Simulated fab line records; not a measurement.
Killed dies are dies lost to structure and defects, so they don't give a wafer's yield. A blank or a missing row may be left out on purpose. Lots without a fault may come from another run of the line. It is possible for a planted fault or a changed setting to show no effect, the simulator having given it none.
Struck lot and sound lot, side by side | flow n5-finfet | 38 out of 1938 route steps
Sound: these wafers, L379.1, L379.4, L379.6. Struck: wafer L375.2 (L375.4, L375.6, from the same lot, were not struck and are left out); the cause is given at the end.
At each step with rows: each side's tool, then ch and its chambers, then its first start. Under that, the readings that differ: sound wafers | struck wafers | difference of the means | sigmas: that difference in standard deviations of wafers without a fault.
alike: readings with means less than 2 such deviations apart, plus words and numbers identical on both sides. not compared: withheld readings, readings lacking a value on some wafer, bounds such as >300 that could conceal the same value, and numbers that have no deviation in the record and whose values overlap.
A row with sigmas, a row that says differs or no value, or rows on one side alone: a step with any of these is where the two part. When numbers do not overlap yet have no deviation, they are printed without sigmas and do not part them. Lack of a reading on every wafer of one side parts them only where that side has two or more wafers.

first, 9 steps without rows for these wafers: N5_BEOL_M4_ANNEAL_95 (time 240 s); N5_BEOL_M4_SPUTTER_96 (material Cu, target thk 4.5 nm, time 8.29 s); N5_BEOL_M4_ECD_50 (material Cu, target thk 300 nm); N5_BEOL_M4_ANNEAL_51 (time 90 s); N5_BEOL_M4_CMP_52 (polishes, stops on SiOC, t overpolish 6.8 s, target thk 40 nm); N5_BEOL_M4_PRE_CLEAN_60 (time 15 s); N5_BEOL_M4_CO_CAP_55 (material Co, precursor CCTBA/H2, target thk 2 nm, time 102.1 s); N5_BEOL_M4_PRE_CLEAN_56 (time 15 s); N5_BEOL_M4_DEP_57 (deposits SiCN from 3MS/NH3, target thk 8 nm, time 14 s).
N5_BEOL_M4_RC_MEAS_101:
  sound on prober-02 ch 0, day 13 07:22; struck on prober-02 ch 0, day 12 01:48
  reading        | sound          | struck | difference | sigmas
  IOFF_N (nA/um) | 0.24 0.23 0.28 | 0.16   | -0.09      | -2
  alike: DIBL_N, DIBL_P, IOFF_P, ION_N, ION_P, SS_N, SS_P, VT_N, VT_P
then, 24 steps without rows for these wafers: N5_BEOL_M5_ILD_DEP_00 (deposits SiCOH lowk from DEMS/porogen, target thk 140.64 nm, time 25.9 s); N5_BEOL_M5_CURE_79 (cures SiCOH lowk, time 240 s); N5_BEOL_M5_PECVD_70 (deposits SiO2 from TEOS/O2, target thk 16 nm, time 18 s); N5_BEOL_M5_HM_DEP_02 (deposits TiN, target thk 20 nm); N5_BEOL_M5_COAT_59 (time 60 s, resist thk 60 nm); N5_BEOL_M5_COAT_60 (time 60 s, resist thk 12 nm); N5_BEOL_M5_COAT_71 (time 60 s, resist thk 5 nm); N5_BEOL_M5_COAT_05 (resist thk 30 nm); N5_BEOL_M5_EBR_07; N5_BEOL_M5_SOFTBAKE_06 (time 60 s); N5_BEOL_M5_EXPOSE_08 (exposes mask M5, target cd 28 nm); N5_BEOL_M5_PEB_09 (peb time 60 s); N5_BEOL_M5_DEVELOP_10 (develop time 30 s); N5_BEOL_M5_DESCUM_16 (chemistry O2, time 7 s); N5_BEOL_M5_ETCH_72 (etches underlayer in N2/H2, target depth 6.5 nm, time 5.2 s); N5_BEOL_M5_ETCH_61 (etches SiARC in CF4, target depth 15.6 nm, time 26 s); N5_BEOL_M5_ETCH_62 (etches SOC in N2/H2, target depth 75 nm, overetch 15 nm, time 112.5 s); N5_BEOL_M5_STRIP_63 (strips in N2/H2); N5_BEOL_M5_STRIP_73 (strips in N2/H2); N5_BEOL_M5_STRIP_64 (strips in CF4); N5_BEOL_M5_HM_OPEN_17 (chemistry Cl2/BCl3, target TiN, target depth 20 nm, overetch 6 nm); N5_BEOL_M5_STRIP_19 (strips in O2); N5_BEOL_M5_COAT_65 (time 60 s, resist thk 60 nm); N5_BEOL_M5_COAT_66 (time 60 s, resist thk 12 nm).
-- a jump in the record: the struck wafers' starts before and after are 3 days apart (it breaks off in module BEOL_M5 and resumes in module BEOL_M14, where the first step shown is number 1767 of the route) --
N5_BEOL_M14_CMP_49: polishes, stops on SiO2, t overpolish 5.2 s, target thk 560 nm.
  sound on cmp-04 ch 0,2,3, day 16 12:55; struck on cmp-02 ch 0, day 15 12:01
  reading                      | sound             | struck | difference | sigmas
  barrier-field-endpoint-s (s) | 11.64 11.69 11.59 | 23.47  | +11.83     | +42
  overpolish-run-s (s)         | 5.209 5.195 5.196 | 2.523  | -2.677     | -99 or more
  time-to-endpoint-s (s)       | 121 123 124       | 156    | +33        | +8
  alike: motor-current-A, retaining-ring-pressure-frac
N5_BEOL_M14_THK_MEAS_50: measures by xrf.
  sound on film-metro-01, day 16 13:08; struck on film-metro-01, day 15 12:16
  reading      | sound       | struck | difference | sigmas
  M14_THK (nm) | 568 563 568 | 1071   | +505       | +42
N5_BEOL_M14_INSPECT_55: inspects for defects (darkfield).
  sound on defect-inspect-01, day 16 13:17; struck on defect-inspect-02, day 15 12:26
  reading          | sound    | struck | difference | sigmas
  raw-defect-count | 49 42 47 | 6347   | +6301      | +99 or more
N5_PASSIVATION_PROBE_49:
  sound on prober-02, day 17 08:17; struck on prober-01, day 16 07:59
  reading                  | sound          | struck | difference | sigmas
  defect-limited-yield (%) | 89.1 87.7 88.1 | 0      | -88        | -63
  killed_at_M0_to_M3       | 57 46 51       | 29     | -22        | -2
  killed_at_M4_up          | 10 18 12       | 1089   | +1076      | +99 or more
  killed-dies              | 129 145 140    | 1180   | +1042      | +61
  killed-on-rim            | 20 18 19       | 152    | +133       | +33
  killed-open              | 85 86 84       | 53     | -32        | -2
  sort_bin_6_memory (%)    | 4.8 5.0 5.2    | 2.9    | -2.1       | -3
  sort-n-pass              | 1051 1035 1040 | 0      | -1042      | -61
  sort-yield-pct (%)       | 89.1 87.7 88.1 | 0      | -88        | -63
  alike: killed-at-contacts, killed-at-front-end, killed-at-other, killed-short, sort_bin_5_function

## WHERE THEY PART
At N5_BEOL_M4_RC_MEAS_101 first; at N5_PASSIVATION_PROBE_49 last (within this record only).

WHY: whatever the simulator had introduced
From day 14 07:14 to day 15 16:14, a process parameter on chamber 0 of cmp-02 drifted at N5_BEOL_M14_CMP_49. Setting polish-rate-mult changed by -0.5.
